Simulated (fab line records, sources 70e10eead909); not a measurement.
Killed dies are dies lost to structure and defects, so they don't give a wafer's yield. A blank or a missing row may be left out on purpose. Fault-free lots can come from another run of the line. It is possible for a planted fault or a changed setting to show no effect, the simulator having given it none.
Which tool is to blame? | flow nand harc | 69 wafers from 23 lots sampled at 6 of the route's 1159 steps

== WHAT THE GAUGES READ, wafer by wafer ==
The record lacks any reading of a measuring or inspecting step that a usual standard deviation could be used to judge.

== EACH LOT AND THE TOOL THAT RAN IT (in order: tool; ch and the chambers of the sampled wafers; start) ==
lot  | NHARC_A_STAIRCASE_ETCH_188                    | NHARC_A_STAIRCASE_ETCH_192                    | NHARC_A_STAIRCASE_TRIM_193                    | NHARC_A_STAIRCASE_TRIM_196         | NHARC_A_STAIRCASE_ETCH_221     | NHARC_A_STAIRCASE_TRIM_222
L074 | rie diel-02 ch 0,2,3, day 10 23:56 or earlier | rie diel-02 ch 1,2, day 10 23:56 or earlier   | rie diel-02 ch 0,3, day 10 23:56 or earlier   | rie diel-08 ch 0,2,3, day 10 23:56 | rie diel-07 ch 2,3, no start   | rie diel-07 ch 0,2,3, no start
L077 | rie diel-07 ch 0,2,3, day 11 15:22 or earlier | rie diel-07 ch 2,3, day 11 15:22 or earlier   | rie diel-07 ch 1,2, day 11 15:22 or earlier   | rie diel-08 ch 0,1,3, day 11 15:22 | rie diel-07 ch 0,1,3, no start | rie diel-07 ch 0,1,2, no start
L075 | rie diel-02 ch 0,1,3, day 11 15:35 or earlier | rie diel-02 ch 0,1,3, day 11 15:35 or earlier | rie diel-02 ch 0,1,3, day 11 15:35 or earlier | rie diel-08 ch 2,3, day 11 15:35   | rie diel-07 ch 2,3, no start   | rie diel-07 ch 0,2,3, no start
L076 | rie diel-02 ch 0,1, day 11 23:56 or earlier   | rie diel-02 ch 0,3, day 11 23:56 or earlier   | rie diel-02 ch 1,3, day 11 23:56 or earlier   | rie diel-08 ch 0,1,3, day 11 23:56 | rie diel-02 ch 0,1,3, no start | rie diel-02 ch 0,3, no start
L080 | rie diel-08 ch 2,3, day 12 04:08 or earlier   | rie diel-08 ch 0,2,3, day 12 04:08 or earlier | rie diel-08 ch 0,1,2, day 12 04:08 or earlier | rie diel-07 ch 2,3, day 12 04:08   | rie diel-07 ch 0,1,2, no start | rie diel-07 ch 1,2,3, no start
L079 | rie diel-02 ch 0,3, day 12 06:02 or earlier   | rie diel-02 ch 0,3, day 12 06:02 or earlier   | rie diel-02 ch 0,1, day 12 06:02 or earlier   | rie diel-07 ch 1,2, day 12 06:02   | rie diel-08 ch 0,3, no start   | rie diel-08 ch 0,2, no start
L078 | rie diel-02 ch 0,1,3, day 12 09:31 or earlier | rie diel-02 ch 0,3, day 12 09:31 or earlier   | rie diel-02 ch 0,3, day 12 09:31 or earlier   | rie diel-07 ch 0,3, day 12 09:31   | rie diel-08 ch 1,3, no start   | rie diel-08 ch 0,1,2, no start
L081 | rie diel-08 ch 2,3, day 12 13:26 or earlier   | rie diel-08 ch 0,1,2, day 12 13:26 or earlier | rie diel-08 ch 0,1,2, day 12 13:26 or earlier | rie diel-08 ch 1,3, day 12 13:26   | rie diel-07 ch 0,1,2, no start | rie diel-07 ch 0,1, no start
L083 | rie diel-08 ch 0,2,3, day 12 23:50 or earlier | rie diel-08 ch 0,2, day 12 23:50 or earlier   | rie diel-08 ch 1,2,3, day 12 23:50 or earlier | rie diel-08 ch 1,2,3, day 12 23:50 | rie diel-02 ch 0,1,2, no start | rie diel-02 ch 0,1, no start
L084 | rie diel-08 ch 1,2,3, day 13 12:49 or earlier | rie diel-08 ch 0,1, day 13 12:49 or earlier   | rie diel-08 ch 0,3, day 13 12:49 or earlier   | rie diel-08 ch 2,3, day 13 12:49   | rie diel-07 ch 2,3, no start   | rie diel-07 ch 0,1,3, no start
L085 | rie diel-07 ch 0,2,3, day 13 16:25 or earlier | rie diel-07 ch 1,2, day 13 16:25 or earlier   | rie diel-07 ch 0,3, day 13 16:25 or earlier   | rie diel-02 ch 0,1,2, day 13 16:25 | rie diel-07 ch 1,2, no start   | rie diel-07 ch 0,1,2, no start
L086 | rie diel-02 ch 0,1,2, day 14 04:14 or earlier | rie diel-02 ch 0,1,3, day 14 04:14 or earlier | rie diel-02 ch 1,2,3, day 14 04:14 or earlier | rie diel-02 ch 0,1,2, day 14 04:14 | rie diel-02 ch 1,2,3, no start | rie diel-02 ch 0,1,2, no start
L087 | rie diel-07 ch 0,2, day 14 05:22 or earlier   | rie diel-07 ch 0,3, day 14 05:22 or earlier   | rie diel-07 ch 0,3, day 14 05:22 or earlier   | rie diel-07 ch 2,3, day 14 05:22   | rie diel-02 ch 1,2,3, no start | rie diel-02 ch 0,3, no start
L088 | rie diel-08 ch 0,2, day 14 09:45 or earlier   | rie diel-08 ch 0,1,2, day 14 09:45 or earlier | rie diel-08 ch 1,2,3, day 14 09:45 or earlier | rie diel-07 ch 0,1,3, day 14 09:45 | rie diel-02 ch 1,2, no start   | rie diel-02 ch 1,2,3, no start
L090 | rie diel-07 ch 1,2,3, day 14 20:58 or earlier | rie diel-07 ch 1,3, day 14 20:58 or earlier   | rie diel-07 ch 1,3, day 14 20:58 or earlier   | rie diel-07 ch 0,1,3, day 14 20:58 | rie diel-08 ch 0,1,3, no start | rie diel-08 ch 0,2, no start
L089 | rie diel-07 ch 0,3, day 14 21:18 or earlier   | rie diel-07 ch 0,1,2, day 14 21:18 or earlier | rie diel-07 ch 0,2, day 14 21:18 or earlier   | rie diel-07 ch 2,3, day 14 21:18   | rie diel-07 ch 0,3, no start   | rie diel-07 ch 1,3, no start
L091 | rie diel-08 ch 0,3, day 15 05:18 or earlier   | rie diel-08 ch 2,3, day 15 05:18 or earlier   | rie diel-08 ch 1,2, day 15 05:18 or earlier   | rie diel-02 ch 1,2, day 15 05:18   | rie diel-07 ch 0,1,3, no start | rie diel-07 ch 1,2, no start
L092 | rie diel-08 ch 0,2, day 15 06:49 or earlier   | rie diel-08 ch 0,2,3, day 15 06:49 or earlier | rie diel-08 ch 0,2, day 15 06:49 or earlier   | rie diel-02 ch 0,2, day 15 06:49   | rie diel-08 ch 1,2, no start   | rie diel-08 ch 0,2,3, no start
L093 | rie diel-02 ch 1,2, day 15 15:28 or earlier   | rie diel-02 ch 0,1, day 15 15:28 or earlier   | rie diel-02 ch 2,3, day 15 15:28 or earlier   | rie diel-02 ch 0,1,3, day 15 15:28 | rie diel-07 ch 0,1,3, no start | rie diel-07 ch 0,1,3, no start
L094 | rie diel-02 ch 0,3, day 16 00:19 or earlier   | rie diel-02 ch 0,1,2, day 16 00:19 or earlier | rie diel-02 ch 1,2, day 16 00:19 or earlier   | rie diel-08 ch 1,2,3, day 16 00:19 | rie diel-07 ch 0,2,3, no start | rie diel-07 ch 1,2, no start
L095 | rie diel-02 ch 1,2, day 16 04:38 or earlier   | rie diel-02 ch 0,1,3, day 16 04:38 or earlier | rie diel-02 ch 2,3, day 16 04:38 or earlier   | rie diel-08 ch 1,2, day 16 04:38   | rie diel-08 ch 0,2, no start   | rie diel-08 ch 1,2,3, no start
L097 | rie diel-07 ch 0,1, day 16 04:52 or earlier   | rie diel-07 ch 1,2, day 16 04:52 or earlier   | rie diel-07 ch 1,3, day 16 04:52 or earlier   | rie diel-02 ch 0,2, day 16 04:52   | rie diel-08 ch 1,3, no start   | rie diel-08 ch 1,2,3, no start
L096 | rie diel-02 ch 1,2,3, day 16 12:03 or earlier | rie diel-02 ch 0,1,3, day 16 12:03 or earlier | rie diel-02 ch 0,1,2, day 16 12:03 or earlier | rie diel-07 ch 2,3, day 16 12:03   | rie diel-07 ch 0,1,2, no start | rie diel-07 ch 1,2,3, no start
- NHARC_A_STAIRCASE_ETCH_188: etches the open film in C4F8/O2, target depth 100 nm, time 40.5 s.
- NHARC_A_STAIRCASE_ETCH_192: etches the open film in C4F8/O2, target depth 100 nm, time 40.5 s.
- NHARC_A_STAIRCASE_TRIM_193: chemistry O2, time 211.2 s.
- NHARC_A_STAIRCASE_TRIM_196: chemistry O2, time 211.2 s.
- NHARC_A_STAIRCASE_ETCH_221: etches the open film in C4F8/O2, target depth 100 nm, time 40.5 s.
- NHARC_A_STAIRCASE_TRIM_222: chemistry O2, time 211.2 s.

== WHAT THE TOOLS THEMSELVES READ (means of the sampled wafers that have a number; where no wafer has one, the mark that the record gives instead) ==
NHARC_A_STAIRCASE_ETCH_188.
lot  | tool        | oes product au (a.u.) | rf fwd power W (W) | rf vpp V (V)
L074 | rie diel-02 | 0.947                 | 590.4              | 897
L077 | rie diel-07 | 0.932                 | 591.2              | 896
L075 | rie diel-02 | 0.941                 | 590.9              | 897
L076 | rie diel-02 | 0.930                 | 592.4              | 903
L080 | rie diel-08 | 0.949                 | 591.4              | 892
L079 | rie diel-02 | 0.930                 | 590.5              | 899
L078 | rie diel-02 | 0.931                 | 590.6              | 897
L081 | rie diel-08 | 0.941                 | 590.9              | 892
L083 | rie diel-08 | 0.929                 | 590.7              | 896
L084 | rie diel-08 | 0.953                 | 591.1              | 895
L085 | rie diel-07 | 0.939                 | 592.9              | 896
L086 | rie diel-02 | 0.946                 | 593.7              | 901
L087 | rie diel-07 | 0.940                 | 591.2              | 902
L088 | rie diel-08 | 0.944                 | 591.2              | 896
L090 | rie diel-07 | 0.953                 | 592.2              | 893
L089 | rie diel-07 | 0.927                 | 592.8              | 894
L091 | rie diel-08 | 0.930                 | 592.3              | 900
L092 | rie diel-08 | 0.965                 | 592.7              | 891
L093 | rie diel-02 | 0.942                 | 592.2              | 898
L094 | rie diel-02 | 0.946                 | 590.3              | 905
L095 | rie diel-02 | 0.923                 | 593.3              | 898
L097 | rie diel-07 | 0.922                 | 593.5              | 900
L096 | rie diel-02 | 0.943                 | 592.2              | 900

NHARC_A_STAIRCASE_ETCH_192.
lot  | tool        | oes product au (a.u.) | rf fwd power W (W) | rf vpp V (V)
L074 | rie diel-02 | 0.949                 | 594.8              | 899
L077 | rie diel-07 | 0.931                 | 592.6              | 894
L075 | rie diel-02 | 0.933                 | 590.5              | 898
L076 | rie diel-02 | 0.930                 | 590.7              | 893
L080 | rie diel-08 | 0.937                 | 590.3              | 896
L079 | rie diel-02 | 0.940                 | 588.6              | 892
L078 | rie diel-02 | 0.943                 | 588.9              | 893
L081 | rie diel-08 | 0.943                 | 591.6              | 896
L083 | rie diel-08 | 0.944                 | 590.4              | 892
L084 | rie diel-08 | 0.944                 | 592.5              | 900
L085 | rie diel-07 | 0.933                 | 593.9              | 899
L086 | rie diel-02 | 0.938                 | 590.5              | 896
L087 | rie diel-07 | 0.918                 | 590.3              | 894
L088 | rie diel-08 | 0.944                 | 593.6              | 896
L090 | rie diel-07 | 0.938                 | 593.2              | 895
L089 | rie diel-07 | 0.935                 | 593.5              | 900
L091 | rie diel-08 | 0.961                 | 589.8              | 895
L092 | rie diel-08 | 0.952                 | 591.1              | 896
L093 | rie diel-02 | 0.926                 | 591.7              | 903
L094 | rie diel-02 | 0.934                 | 591.6              | 901
L095 | rie diel-02 | 0.937                 | 592.2              | 903
L097 | rie diel-07 | 0.932                 | 593.5              | 897
L096 | rie diel-02 | 0.944                 | 591.0              | 902

NHARC_A_STAIRCASE_TRIM_193.
lot  | tool        | drypump motor current A (A) | oes product au (a.u.) | rf vpp V (V) | showerhead plenum p Torr (Torr) | throttle valve pct (%)
L074 | rie diel-02 | 5.5                         | 0.996                 | 57.2         | 3.46                            | 17.035
L077 | rie diel-07 | 5.0                         | 1.002                 | 58.4         | 3.57                            | 17.032
L075 | rie diel-02 | 5.5                         | 1.000                 | 58.1         | 3.57                            | 17.033
L076 | rie diel-02 | 5.3                         | 1.002                 | 57.5         | 3.52                            | 17.030
L080 | rie diel-08 | 6.3                         | 1.002                 | 56.9         | 3.53                            | 17.033
L079 | rie diel-02 | 5.4                         | 1.005                 | 58.0         | 3.68                            | 17.040
L078 | rie diel-02 | 5.5                         | 1.004                 | 57.4         | 3.45                            | 17.037
L081 | rie diel-08 | 6.3                         | 1.001                 | 57.8         | 3.53                            | 17.045
L083 | rie diel-08 | 6.4                         | 1.011                 | 58.3         | 3.52                            | 17.030
L084 | rie diel-08 | 6.1                         | 0.998                 | 58.1         | 3.64                            | 17.040
L085 | rie diel-07 | 5.1                         | 1.001                 | 57.6         | 3.64                            | 17.046
L086 | rie diel-02 | 5.7                         | 0.996                 | 57.1         | 3.49                            | 17.035
L087 | rie diel-07 | 5.1                         | 1.002                 | 58.0         | 3.63                            | 17.035
L088 | rie diel-08 | 6.4                         | 1.002                 | 57.4         | 3.51                            | 17.038
L090 | rie diel-07 | 5.5                         | 1.000                 | 57.8         | 3.40                            | 17.027
L089 | rie diel-07 | 5.0                         | 0.988                 | 58.2         | 3.62                            | 17.036
L091 | rie diel-08 | 6.4                         | 1.007                 | 57.2         | 3.50                            | 17.035
L092 | rie diel-08 | 6.2                         | 1.003                 | 58.2         | 3.42                            | 17.046
L093 | rie diel-02 | 6.0                         | 1.000                 | 58.5         | 3.64                            | 17.038
L094 | rie diel-02 | 5.6                         | 0.998                 | 57.0         | 3.59                            | 17.041
L095 | rie diel-02 | 6.0                         | 0.997                 | 59.2         | 3.63                            | 17.041
L097 | rie diel-07 | 5.5                         | 0.997                 | 58.1         | 3.39                            | 17.039
L096 | rie diel-02 | 5.8                         | 0.990                 | 58.0         | 3.64                            | 17.037

NHARC_A_STAIRCASE_TRIM_196.
lot  | tool        | drypump motor current A (A) | oes product au (a.u.) | rf vpp V (V) | showerhead plenum p Torr (Torr) | throttle valve pct (%)
L074 | rie diel-08 | 6.2                         | 1.000                 | 57.5         | 3.54                            | 17.040
L077 | rie diel-08 | 6.3                         | 1.002                 | 58.1         | 3.64                            | 17.033
L075 | rie diel-08 | 6.3                         | 1.001                 | 58.2         | 3.53                            | 17.033
L076 | rie diel-08 | 6.3                         | 1.001                 | 57.7         | 3.63                            | 17.041
L080 | rie diel-07 | 5.3                         | 0.998                 | 56.8         | 3.48                            | 17.038
L079 | rie diel-07 | 4.9                         | 0.991                 | 57.9         | 3.57                            | 17.041
L078 | rie diel-07 | 5.1                         | 0.987                 | 58.1         | 3.64                            | 17.032
L081 | rie diel-08 | 6.4                         | 1.003                 | 57.8         | 3.62                            | 17.040
L083 | rie diel-08 | 6.4                         | 1.002                 | 57.3         | 3.52                            | 17.034
L084 | rie diel-08 | 6.3                         | 1.009                 | 57.6         | 3.52                            | 17.036
L085 | rie diel-02 | 5.8                         | 1.001                 | 57.5         | 3.65                            | 17.032
L086 | rie diel-02 | 5.8                         | 1.006                 | 58.1         | 3.65                            | 17.028
L087 | rie diel-07 | 5.3                         | 0.998                 | 56.8         | 3.47                            | 17.033
L088 | rie diel-07 | 5.1                         | 0.999                 | 57.2         | 3.56                            | 17.037
L090 | rie diel-07 | 5.1                         | 1.000                 | 57.4         | 3.56                            | 17.034
L089 | rie diel-07 | 5.6                         | 1.006                 | 57.0         | 3.39                            | 17.032
L091 | rie diel-02 | 6.0                         | 1.000                 | 58.5         | 3.58                            | 17.035
L092 | rie diel-02 | 6.0                         | 0.992                 | 58.0         | 3.63                            | 17.038
L093 | rie diel-02 | 5.5                         | 0.993                 | 58.4         | 3.73                            | 17.042
L094 | rie diel-08 | 6.4                         | 1.012                 | 57.9         | 3.50                            | 17.040
L095 | rie diel-08 | 6.3                         | 1.011                 | 56.2         | 3.40                            | 17.029
L097 | rie diel-02 | 6.1                         | 0.989                 | 58.2         | 3.62                            | 17.038
L096 | rie diel-07 | 5.6                         | 0.997                 | 56.8         | 3.39                            | 17.039

NHARC_A_STAIRCASE_ETCH_221.
lot  | tool        | oes product au (a.u.) | rf fwd power W (W) | rf vpp V (V)
L074 | rie diel-07 | 0.946                 | 590.5              | 891
L077 | rie diel-07 | 0.930                 | 591.1              | 897
L075 | rie diel-07 | 0.920                 | 591.1              | 891
L076 | rie diel-02 | 0.940                 | 589.7              | 897
L080 | rie diel-07 | 0.931                 | 594.3              | 901
L079 | rie diel-08 | 0.929                 | 588.9              | 899
L078 | rie diel-08 | 0.932                 | 590.1              | 900
L081 | rie diel-07 | 0.942                 | 594.7              | 900
L083 | rie diel-02 | 0.940                 | 594.4              | 900
L084 | rie diel-07 | 0.936                 | 591.0              | 894
L085 | rie diel-07 | 0.934                 | 593.8              | 897
L086 | rie diel-02 | 0.952                 | 591.2              | 894
L087 | rie diel-02 | 0.935                 | 591.1              | 894
L088 | rie diel-02 | 0.949                 | 593.1              | 899
L090 | rie diel-08 | 0.934                 | 590.8              | 900
L089 | rie diel-07 | 0.922                 | 588.8              | 894
L091 | rie diel-07 | 0.948                 | 592.4              | 896
L092 | rie diel-08 | 0.955                 | 590.7              | 896
L093 | rie diel-07 | 0.948                 | 590.7              | 896
L094 | rie diel-07 | 0.926                 | 590.6              | 895
L095 | rie diel-08 | 0.950                 | 590.8              | 892
L097 | rie diel-08 | 0.929                 | 590.4              | 899
L096 | rie diel-07 | 0.950                 | 590.7              | 901

NHARC_A_STAIRCASE_TRIM_222.
lot  | tool        | drypump motor current A (A) | oes product au (a.u.) | rf vpp V (V) | showerhead plenum p Torr (Torr) | throttle valve pct (%)
L074 | rie diel-07 | 5.2                         | 1.002                 | 57.2         | 3.57                            | 17.039
L077 | rie diel-07 | 4.9                         | 1.000                 | 58.5         | 3.65                            | 17.036
L075 | rie diel-07 | 5.2                         | 1.012                 | 57.6         | 3.56                            | 17.036
L076 | rie diel-02 | 5.6                         | 1.003                 | 57.8         | 3.62                            | 17.041
L080 | rie diel-07 | 5.2                         | 0.996                 | 57.3         | 3.49                            | 17.038
L079 | rie diel-08 | 6.2                         | 0.993                 | 57.5         | 3.43                            | 17.043
L078 | rie diel-08 | 6.3                         | 0.994                 | 57.4         | 3.53                            | 17.029
L081 | rie diel-07 | 4.8                         | 0.993                 | 59.5         | 3.65                            | 17.037
L083 | rie diel-02 | 5.4                         | 0.998                 | 58.0         | 3.67                            | 17.031
L084 | rie diel-07 | 5.1                         | 1.004                 | 58.5         | 3.56                            | 17.028
L085 | rie diel-07 | 4.9                         | 0.988                 | 58.0         | 3.64                            | 17.041
L086 | rie diel-02 | 5.7                         | 0.997                 | 57.7         | 3.65                            | 17.037
L087 | rie diel-02 | 5.6                         | 0.995                 | 57.4         | 3.61                            | 17.042
L088 | rie diel-02 | 5.7                         | 0.998                 | 58.3         | 3.49                            | 17.039
L090 | rie diel-08 | 6.1                         | 1.006                 | 57.7         | 3.53                            | 17.034
L089 | rie diel-07 | 5.1                         | 0.998                 | 57.1         | 3.48                            | 17.037
L091 | rie diel-07 | 5.0                         | 1.003                 | 57.7         | 3.55                            | 17.031
L092 | rie diel-08 | 6.2                         | 1.001                 | 58.1         | 3.52                            | 17.039
L093 | rie diel-07 | 5.1                         | 0.993                 | 57.9         | 3.55                            | 17.047
L094 | rie diel-07 | 4.9                         | 0.995                 | 57.2         | 3.55                            | 17.042
L095 | rie diel-08 | 6.4                         | 1.008                 | 58.0         | 3.50                            | 17.038
L097 | rie diel-08 | 6.4                         | 1.004                 | 57.3         | 3.50                            | 17.041
L096 | rie diel-07 | 5.2                         | 0.994                 | 57.1         | 3.47                            | 17.040

== THE ANSWER, worked out from the rows above alone ==
Rule: the usual values come from the lots themselves. The widest of any qualifying gaps counts: lots, ordered by their means at a reading, are off when they make up no more than a third of the lots, leave a main group of 4 or more, and stand apart from it by 3 or more times the standard deviation of that group's means. If all means in a main group match to the digits the tables above print for the reading, that group is not used. Also off: a lot with no number at a reading for which 4 or more lots have one. The other lots that the step has rows for count as sound. The gauges are gone through in route order, then the tools' own readings, and for those a lot's mean is taken as printed above. The first step at which some lot is off is used, and at that step the reading that is off furthest; a lot without a number counts as furthest.
None of the lots is off at any reading shown; this tells nothing.

== WHAT THE SIMULATOR HAD PUT IN ==
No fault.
